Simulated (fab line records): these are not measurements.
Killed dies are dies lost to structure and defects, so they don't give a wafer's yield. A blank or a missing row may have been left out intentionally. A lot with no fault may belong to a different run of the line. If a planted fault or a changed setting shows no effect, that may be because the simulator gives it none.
Matching of chambers | flow n5_finfet | N5_BEOL_M2_VIA_ETCH_34 on rie_diel-02 has 4 sister chambers
The step etches the open film in C4F6/O2, target depth 69.4 nm, time 65.9 s. 4 wafers are shown with their chamber, then 8 later ones without.

== WAFERS WITH THEIR CHAMBER ==
wafer  | chamber | throttle_valve_pct (%)
L083.2 | 1       | 30.53
L091.4 | 3       | 30.62
L091.6 | 2       | 31.24
L095.2 | 0       | 30.79

== WAFERS WITH NO CHAMBER GIVEN ==
wafer  | throttle_valve_pct (%)
L095.5 | 31.25
L095.6 | 30.55
L096.1 | 31.25
L096.2 | 30.64
L096.3 | 30.80
L097.1 | 31.26
L097.2 | 30.53
L097.4 | 30.81

== THE CHAMBER EACH PASSED THROUGH ==
wafer  | from the rows above | in truth
L095.5 | 2                   | 2
L095.6 | 1                   | 1
L096.1 | 2                   | 2
L096.2 | 3                   | 3
L096.3 | 0                   | 0
L097.1 | 2                   | 2
L097.2 | 1                   | 1
L097.4 | 0                   | 0
Correctly placed: 8 of 8. Not placeable from these rows: 0. 0 placed wrongly.
How it was worked out, from the rows above alone: a wafer's distance from a chamber is the root of the sum, over the readings, of the square of ((its reading less the chamber's mean) divided by the reading's scatter). The wafer belongs to the nearest chamber; if the next one is less than 2 further off, it can't be placed. For every chamber, the mean is computed from those of its wafers that are shown. The scatter: with one shown wafer a chamber, the root of the mean of the squares of how far each hidden wafer lies from its nearest shown one.
